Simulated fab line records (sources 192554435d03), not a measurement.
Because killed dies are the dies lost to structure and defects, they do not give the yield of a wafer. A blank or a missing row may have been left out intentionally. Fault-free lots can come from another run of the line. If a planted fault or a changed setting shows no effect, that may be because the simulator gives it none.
Which tool did it? || flow n5 finfet || 10 lots, 30 wafers sampled, at 5 steps of a route of 1938

== WHAT THE GAUGES READ, wafer by wafer ==
N5_BEOL_M4_RC_MEAS_101. Usual: DIBL_N 36.5 mV/V, standard deviation 1.4; DIBL_P 36.6 mV/V, standard deviation 1.6; IOFF_N 0.160 nA/um, standard deviation 0.024; IOFF_P 0.217 nA/um, standard deviation 0.029; ION_N 674 uA/um, standard deviation 8.7; ION_P 464 uA/um, standard deviation 6.5; SS_N 71.6 mV/dec, standard deviation 0.47; SS_P 73.4 mV/dec, standard deviation 0.57; VT_N 250.0 mV, standard deviation 2.5; VT_P -250 mV, standard deviation 3.1.
{"lot": "L365", "measured": "day 8 06:04", "on": "prober-02", "DIBL_N (mV/V)": "34.3 35.2 35.5", "DIBL_P (mV/V)": "35.8 36.7 36.3", "IOFF_N (nA/um)": "0.140 0.143 0.152", "IOFF_P (nA/um)": "0.193 0.203 0.208", "ION_N (uA/um)": "663 666 671", "ION_P (uA/um)": "465 461 462", "SS_N (mV/dec)": "71.6 71.8 71.7", "SS_P (mV/dec)": "72.8 72.6 73.3", "VT_N (mV)": "250.5 251.5 249.1", "VT_P (mV)": "-251 -251 -249", "flag": ""}
{"lot": "L366", "measured": "day 8 17:36", "on": "prober-01", "DIBL_N (mV/V)": "36.9 34.8 37.4", "DIBL_P (mV/V)": "37.8 34.3 37.7", "IOFF_N (nA/um)": "0.177 0.138 0.188", "IOFF_P (nA/um)": "0.222 0.175 0.220", "ION_N (uA/um)": "669 678 690", "ION_P (uA/um)": "460 463 466", "SS_N (mV/dec)": "71.7 70.9 71.8", "SS_P (mV/dec)": "73.2 73.1 74.0", "VT_N (mV)": "248.6 253.1 247.8", "VT_P (mV)": "-249 -252 -250", "flag": ""}
{"lot": "L367", "measured": "day 9 01:41", "on": "prober-02", "DIBL_N (mV/V)": "34.9 33.5 35.1", "DIBL_P (mV/V)": "35.5 33.6 36.0", "IOFF_N (nA/um)": "0.155 0.128 0.159", "IOFF_P (nA/um)": "0.228 0.191 0.224", "ION_N (uA/um)": "680 667 687", "ION_P (uA/um)": "471 466 471", "SS_N (mV/dec)": "71.6 71.3 72.0", "SS_P (mV/dec)": "73.5 72.9 73.1", "VT_N (mV)": "249.3 252.2 249.7", "VT_P (mV)": "-249 -252 -247", "flag": ""}
{"lot": "L368", "measured": "day 9 03:20", "on": "prober-01", "DIBL_N (mV/V)": "37.1 36.6 36.3", "DIBL_P (mV/V)": "37.2 36.7 36.3", "IOFF_N (nA/um)": "0.180 0.178 0.169", "IOFF_P (nA/um)": "0.253 0.256 0.241", "ION_N (uA/um)": "687 675 684", "ION_P (uA/um)": "474 468 475", "SS_N (mV/dec)": "71.6 71.7 71.6", "SS_P (mV/dec)": "73.5 72.6 73.6", "VT_N (mV)": "247.7 247.2 244.9", "VT_P (mV)": "-247 -246 -245", "flag": ""}
{"lot": "L369", "measured": "day 9 18:49", "on": "prober-02", "DIBL_N (mV/V)": "38.8 35.9 37.8", "DIBL_P (mV/V)": "39.8 36.3 38.6", "IOFF_N (nA/um)": "0.211 0.160 0.187", "IOFF_P (nA/um)": "0.253 0.196 0.226", "ION_N (uA/um)": "694 677 679", "ION_P (uA/um)": "465 457 460", "SS_N (mV/dec)": "72.7 71.2 70.8", "SS_P (mV/dec)": "74.1 73.5 74.0", "VT_N (mV)": "248.9 250.0 249.7", "VT_P (mV)": "-249 -253 -253", "flag": ""}
{"lot": "L370", "measured": "day 9 20:58", "on": "prober-01", "DIBL_N (mV/V)": "36.2 35.4 36.4", "DIBL_P (mV/V)": "36.6 34.5 37.0", "IOFF_N (nA/um)": "0.161 0.140 0.168", "IOFF_P (nA/um)": "0.244 0.202 0.238", "ION_N (uA/um)": "670 670 679", "ION_P (uA/um)": "472 462 470", "SS_N (mV/dec)": "71.7 71.5 71.6", "SS_P (mV/dec)": "74.0 72.5 73.5", "VT_N (mV)": "248.0 250.6 248.6", "VT_P (mV)": "-245 -246 -246", "flag": ""}
{"lot": "L381", "measured": "day 12 06:28", "on": "prober-02", "DIBL_N (mV/V)": "35.3 36.1 35.7", "DIBL_P (mV/V)": "34.2 35.6 35.5", "IOFF_N (nA/um)": "0.112 0.127 0.127", "IOFF_P (nA/um)": "0.167 0.185 0.185", "ION_N (uA/um)": "653 664 666", "ION_P (uA/um)": "454 462 463", "SS_N (mV/dec)": "71.0 71.2 71.4", "SS_P (mV/dec)": "72.3 73.1 73.3", "VT_N (mV)": "253.4 254.9 253.7", "VT_P (mV)": "-255 -252 -252", "flag": ""}
{"lot": "L382", "measured": "day 12 14:25", "on": "prober-01", "DIBL_N (mV/V)": "36.7 36.8 35.0", "DIBL_P (mV/V)": "38.8 39.0 36.9", "IOFF_N (nA/um)": "0.167 0.173 0.146", "IOFF_P (nA/um)": "0.226 0.231 0.194", "ION_N (uA/um)": "666 669 672", "ION_P (uA/um)": "463 459 460", "SS_N (mV/dec)": "72.0 71.6 71.7", "SS_P (mV/dec)": "74.2 73.8 73.3", "VT_N (mV)": "249.4 250.7 250.6", "VT_P (mV)": "-253 -250 -252", "flag": ""}
{"lot": "L383", "measured": "day 13 00:58", "on": "prober-02", "DIBL_N (mV/V)": "36.2 35.5 36.5", "DIBL_P (mV/V)": "36.9 36.7 37.8", "IOFF_N (nA/um)": "0.150 0.149 0.161", "IOFF_P (nA/um)": "0.209 0.202 0.225", "ION_N (uA/um)": "667 673 674", "ION_P (uA/um)": "461 465 464", "SS_N (mV/dec)": "72.2 71.7 72.0", "SS_P (mV/dec)": "73.3 73.1 73.4", "VT_N (mV)": "252.9 250.4 252.8", "VT_P (mV)": "-251 -252 -250", "flag": ""}
{"lot": "L386", "measured": "day 13 13:08", "on": "prober-01", "DIBL_N (mV/V)": "35.8 34.8 37.9", "DIBL_P (mV/V)": "38.6 37.1 40.1", "IOFF_N (nA/um)": "0.164 0.143 0.199", "IOFF_P (nA/um)": "0.217 0.193 0.236", "ION_N (uA/um)": "677 677 686", "ION_P (uA/um)": "454 461 458", "SS_N (mV/dec)": "71.6 70.9 73.0", "SS_P (mV/dec)": "73.5 73.4 74.4", "VT_N (mV)": "248.1 252.1 248.2", "VT_P (mV)": "-249 -250 -249", "flag": ""}

== EACH LOT AND THE TOOL THAT RAN IT (in order: tool; ch and the chambers of the sampled wafers; start) ==
{"lot": "L365", "N5_GATE_CUT_VAPOR_ETCH_49": "rie metal-01 ch 0,1, day 4 21:56", "N5_GATE_CUT_ALD_22": "ald sin-04 ch 0,2,3, day 4 22:32", "N5_MOL_CONTACT_COAG_EXPOSE_05": "euv scanner-02 ch 0, day 5 01:14", "N5_MOL_CONTACT_COAG_DESCUM_13": "rie diel-01 ch 1,2,3, day 5 01:31"}
{"lot": "L366", "N5_GATE_CUT_VAPOR_ETCH_49": "rie metal-01 ch 0,1, day 5 05:02", "N5_GATE_CUT_ALD_22": "ald sin-04 ch 0,2, day 5 05:28", "N5_MOL_CONTACT_COAG_EXPOSE_05": "euv scanner-02 ch 0, day 5 08:10", "N5_MOL_CONTACT_COAG_DESCUM_13": "rie diel-06 ch 2,3, day 5 08:25"}
{"lot": "L367", "N5_GATE_CUT_VAPOR_ETCH_49": "rie metal-03 ch 0,1, day 5 07:27", "N5_GATE_CUT_ALD_22": "ald sin-01 ch 0,1,3, day 5 07:41", "N5_MOL_CONTACT_COAG_EXPOSE_05": "euv scanner-02 ch 0, day 5 10:24", "N5_MOL_CONTACT_COAG_DESCUM_13": "rie diel-06 ch 1,2,3, day 5 10:55"}
{"lot": "L368", "N5_GATE_CUT_VAPOR_ETCH_49": "rie metal-03 ch 0,1, day 5 15:14", "N5_GATE_CUT_ALD_22": "ald sin-01 ch 0,2, day 5 16:38", "N5_MOL_CONTACT_COAG_EXPOSE_05": "euv scanner-01 ch 0, day 5 19:27", "N5_MOL_CONTACT_COAG_DESCUM_13": "rie diel-06 ch 0,3, day 5 20:02"}
{"lot": "L369", "N5_GATE_CUT_VAPOR_ETCH_49": "rie metal-02 ch 1, day 5 18:10", "N5_GATE_CUT_ALD_22": "ald sin-02 ch 1,2,3, day 5 18:28", "N5_MOL_CONTACT_COAG_EXPOSE_05": "euv scanner-01 ch 0, day 5 21:10", "N5_MOL_CONTACT_COAG_DESCUM_13": "rie diel-06 ch 2,3, day 5 21:25"}
{"lot": "L370", "N5_GATE_CUT_VAPOR_ETCH_49": "rie metal-03 ch 0,1, day 6 06:12", "N5_GATE_CUT_ALD_22": "ald sin-02 ch 0,1, day 6 06:26", "N5_MOL_CONTACT_COAG_EXPOSE_05": "euv scanner-01 ch 0, day 6 09:08", "N5_MOL_CONTACT_COAG_DESCUM_13": "rie diel-02 ch 1,2, day 6 09:23"}
{"lot": "L381", "N5_GATE_CUT_VAPOR_ETCH_49": "rie metal-02 ch 0,1, day 8 19:04", "N5_GATE_CUT_ALD_22": "ald sin-04 ch 1,3, day 8 19:17", "N5_MOL_CONTACT_COAG_EXPOSE_05": "euv scanner-01 ch 0, day 8 22:18", "N5_MOL_CONTACT_COAG_DESCUM_13": "rie diel-01 ch 1,3, day 8 22:32"}
{"lot": "L382", "N5_GATE_CUT_VAPOR_ETCH_49": "rie metal-03 ch 0,1, day 9 04:37", "N5_GATE_CUT_ALD_22": "ald sin-04 ch 0,1, day 9 04:51", "N5_MOL_CONTACT_COAG_EXPOSE_05": "euv scanner-01 ch 0, day 9 07:34", "N5_MOL_CONTACT_COAG_DESCUM_13": "rie diel-06 ch 0,1,3, day 9 07:47"}
{"lot": "L383", "N5_GATE_CUT_VAPOR_ETCH_49": "rie metal-01 ch 0,1, day 9 05:57", "N5_GATE_CUT_ALD_22": "ald sin-02 ch 1,2,3, day 9 06:11", "N5_MOL_CONTACT_COAG_EXPOSE_05": "euv scanner-02 ch 0, day 9 09:00", "N5_MOL_CONTACT_COAG_DESCUM_13": "rie diel-01 ch 0,1, day 9 09:31"}
{"lot": "L386", "N5_GATE_CUT_VAPOR_ETCH_49": "rie metal-02 ch 0,1, day 9 23:31", "N5_GATE_CUT_ALD_22": "ald sin-04 ch 1,2,3, day 9 23:45", "N5_MOL_CONTACT_COAG_EXPOSE_05": "euv scanner-02 ch 0, day 10 02:34", "N5_MOL_CONTACT_COAG_DESCUM_13": "rie diel-01 ch 0,1,3, day 10 02:53"}
- N5_GATE_CUT_VAPOR_ETCH_49: etches TiAlC in BCl3/Cl2.
- N5_GATE_CUT_ALD_22: deposits SiNx, target thk 16 nm, pulse time 1 s, ald cycles 320.
- N5_MOL_CONTACT_COAG_EXPOSE_05: exposes mask CA, defocus 0 nm.
- N5_MOL_CONTACT_COAG_DESCUM_13: chemistry O2, time 7 s.

== WHAT THE TOOLS THEMSELVES READ (means of the sampled wafers that have a number; where no wafer has one, the mark that the record gives instead) ==
N5_GATE_CUT_VAPOR_ETCH_49. Usual: drypump motor current A 5.8 A, standard deviation 0.42; he backside leak sccm 3.4 sccm, standard deviation 0.31; oes product au 0.77 a.u., standard deviation 0.076.
{"lot": "L365", "tool": "rie metal-01", "drypump motor current A (A)": 6.3, "he backside leak sccm (sccm)": 3.1, "oes product au (a.u.)": 0.76, "flag": ""}
{"lot": "L366", "tool": "rie metal-01", "drypump motor current A (A)": 6.2, "he backside leak sccm (sccm)": 3.0, "oes product au (a.u.)": 0.72, "flag": ""}
{"lot": "L367", "tool": "rie metal-03", "drypump motor current A (A)": 5.7, "he backside leak sccm (sccm)": 3.4, "oes product au (a.u.)": 0.74, "flag": ""}
{"lot": "L368", "tool": "rie metal-03", "drypump motor current A (A)": 5.7, "he backside leak sccm (sccm)": 3.5, "oes product au (a.u.)": 0.74, "flag": ""}
{"lot": "L369", "tool": "rie metal-02", "drypump motor current A (A)": 6.0, "he backside leak sccm (sccm)": 3.5, "oes product au (a.u.)": 0.75, "flag": ""}
{"lot": "L370", "tool": "rie metal-03", "drypump motor current A (A)": 5.6, "he backside leak sccm (sccm)": 3.6, "oes product au (a.u.)": 0.74, "flag": ""}
{"lot": "L381", "tool": "rie metal-02", "drypump motor current A (A)": 5.7, "he backside leak sccm (sccm)": 3.4, "oes product au (a.u.)": 0.81, "flag": ""}
{"lot": "L382", "tool": "rie metal-03", "drypump motor current A (A)": 5.7, "he backside leak sccm (sccm)": 3.6, "oes product au (a.u.)": 0.72, "flag": ""}
{"lot": "L383", "tool": "rie metal-01", "drypump motor current A (A)": 6.3, "he backside leak sccm (sccm)": 3.3, "oes product au (a.u.)": 0.74, "flag": ""}
{"lot": "L386", "tool": "rie metal-02", "drypump motor current A (A)": 5.7, "he backside leak sccm (sccm)": 3.6, "oes product au (a.u.)": 0.79, "flag": ""}

N5_GATE_CUT_ALD_22. Usual: heater power w 809 W, standard deviation 69; precursor pulse height rel 1.001, standard deviation 0.019.
{"lot": "L365", "tool": "ald sin-04", "heater power w (W)": 783, "precursor pulse height rel": 0.986, "flag": ""}
{"lot": "L366", "tool": "ald sin-04", "heater power w (W)": 802, "precursor pulse height rel": 1.007, "flag": ""}
{"lot": "L367", "tool": "ald sin-01", "heater power w (W)": 806, "precursor pulse height rel": 1.013, "flag": ""}
{"lot": "L368", "tool": "ald sin-01", "heater power w (W)": 767, "precursor pulse height rel": 1.020, "flag": ""}
{"lot": "L369", "tool": "ald sin-02", "heater power w (W)": 869, "precursor pulse height rel": 0.996, "flag": ""}
{"lot": "L370", "tool": "ald sin-02", "heater power w (W)": 861, "precursor pulse height rel": 0.990, "flag": ""}
{"lot": "L381", "tool": "ald sin-04", "heater power w (W)": 725, "precursor pulse height rel": 1.009, "flag": ""}
{"lot": "L382", "tool": "ald sin-04", "heater power w (W)": 761, "precursor pulse height rel": 0.997, "flag": ""}
{"lot": "L383", "tool": "ald sin-02", "heater power w (W)": 843, "precursor pulse height rel": 1.016, "flag": ""}
{"lot": "L386", "tool": "ald sin-04", "heater power w (W)": 758, "precursor pulse height rel": 0.983, "flag": ""}

N5_MOL_CONTACT_COAG_EXPOSE_05. Usual: exposure dose mJ cm2 at 38.13, with a standard deviation of 0.037.
{"lot": "L365", "tool": "euv scanner-02", "exposure dose mJ cm2": 38.17, "flag": ""}
{"lot": "L366", "tool": "euv scanner-02", "exposure dose mJ cm2": 38.12, "flag": ""}
{"lot": "L367", "tool": "euv scanner-02", "exposure dose mJ cm2": 38.14, "flag": ""}
{"lot": "L368", "tool": "euv scanner-01", "exposure dose mJ cm2": 38.14, "flag": ""}
{"lot": "L369", "tool": "euv scanner-01", "exposure dose mJ cm2": 38.13, "flag": ""}
{"lot": "L370", "tool": "euv scanner-01", "exposure dose mJ cm2": 38.15, "flag": ""}
{"lot": "L381", "tool": "euv scanner-01", "exposure dose mJ cm2": 38.80, "flag": "OFF"}
{"lot": "L382", "tool": "euv scanner-01", "exposure dose mJ cm2": 38.73, "flag": "OFF"}
{"lot": "L383", "tool": "euv scanner-02", "exposure dose mJ cm2": 38.14, "flag": ""}
{"lot": "L386", "tool": "euv scanner-02", "exposure dose mJ cm2": 38.09, "flag": ""}

N5_MOL_CONTACT_COAG_DESCUM_13. Usual: drypump motor current A 5.7 A, standard deviation 0.48; oes product au 0.79 a.u., standard deviation 0.081; rf vpp V 243.5 V, standard deviation 1.5; showerhead plenum p Torr 2.12 Torr, standard deviation 0.078; throttle valve pct 20.46 %, standard deviation 0.23.
{"lot": "L365", "tool": "rie diel-01", "drypump motor current A (A)": 5.6, "oes product au (a.u.)": 0.81, "rf vpp V (V)": 244.5, "showerhead plenum p Torr (Torr)": 2.19, "throttle valve pct (%)": 20.40, "flag": ""}
{"lot": "L366", "tool": "rie diel-06", "drypump motor current A (A)": 6.1, "oes product au (a.u.)": 0.78, "rf vpp V (V)": 243.5, "showerhead plenum p Torr (Torr)": 2.13, "throttle valve pct (%)": 20.66, "flag": ""}
{"lot": "L367", "tool": "rie diel-06", "drypump motor current A (A)": 5.6, "oes product au (a.u.)": 0.74, "rf vpp V (V)": 243.3, "showerhead plenum p Torr (Torr)": 2.11, "throttle valve pct (%)": 20.63, "flag": ""}
{"lot": "L368", "tool": "rie diel-06", "drypump motor current A (A)": 5.9, "oes product au (a.u.)": 0.92, "rf vpp V (V)": 242.3, "showerhead plenum p Torr (Torr)": 2.07, "throttle valve pct (%)": 20.34, "flag": ""}
{"lot": "L369", "tool": "rie diel-06", "drypump motor current A (A)": 6.1, "oes product au (a.u.)": 0.78, "rf vpp V (V)": 244.6, "showerhead plenum p Torr (Torr)": 2.13, "throttle valve pct (%)": 20.67, "flag": ""}
{"lot": "L370", "tool": "rie diel-02", "drypump motor current A (A)": 6.2, "oes product au (a.u.)": 0.77, "rf vpp V (V)": 245.0, "showerhead plenum p Torr (Torr)": 2.19, "throttle valve pct (%)": 20.36, "flag": ""}
{"lot": "L381", "tool": "rie diel-01", "drypump motor current A (A)": 6.0, "oes product au (a.u.)": 0.79, "rf vpp V (V)": 244.7, "showerhead plenum p Torr (Torr)": 2.19, "throttle valve pct (%)": 20.33, "flag": ""}
{"lot": "L382", "tool": "rie diel-06", "drypump motor current A (A)": 5.7, "oes product au (a.u.)": 0.86, "rf vpp V (V)": 242.0, "showerhead plenum p Torr (Torr)": 2.06, "throttle valve pct (%)": 20.35, "flag": ""}
{"lot": "L383", "tool": "rie diel-01", "drypump motor current A (A)": 5.6, "oes product au (a.u.)": 0.77, "rf vpp V (V)": 242.4, "showerhead plenum p Torr (Torr)": 2.06, "throttle valve pct (%)": 20.46, "flag": ""}
{"lot": "L386", "tool": "rie diel-01", "drypump motor current A (A)": 5.8, "oes product au (a.u.)": 0.77, "rf vpp V (V)": 244.5, "showerhead plenum p Torr (Torr)": 2.12, "throttle valve pct (%)": 20.41, "flag": ""}

== THE ANSWER, worked out from the rows above alone ==
Rule: lot off if the mean of its wafers having a number is beyond 3 standard deviations from the usual mean. A lot without any number at a reading at which 4 lots or more have one is off too. The other lots that the step has rows for count as sound. Order of review: gauges by route order, followed by the tools' own readings, for which a lot's mean as printed above is used. The first step at which some lot is off is used, and at that step the reading that is off furthest; a lot without a number counts as furthest.
Off: L381, L382, at N5_MOL_CONTACT_COAG_EXPOSE_05 (exposure dose mJ cm2).
A tool fits if, at that step or a process step before it, it ran every lot that is off, and no sound lot after the first of them. One fits: euv scanner-01 at N5_MOL_CONTACT_COAG_EXPOSE_05. Its last sound lot is L370 (day 6 09:08), its first lot that is off L381 (day 8 22:18): a fault that began between those two fits.
The tool's own readings at N5_MOL_CONTACT_COAG_EXPOSE_05 bear it out: on the lots that are off they differ by more than 5 times the standard deviation of the sound lots' means. exposure dose mJ cm2 reads 38.77 there against 38.13 on the sound lots.

== WHAT HAD BEEN PUT IN BY THE SIMULATOR ==
Drift in process parameters on euv scanner-01 at N5_MOL_CONTACT_COAG_EXPOSE_05, starting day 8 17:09. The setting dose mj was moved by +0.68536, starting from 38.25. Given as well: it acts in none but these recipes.
Shown lots that were struck: L381, L382. The same result came from the rule above.
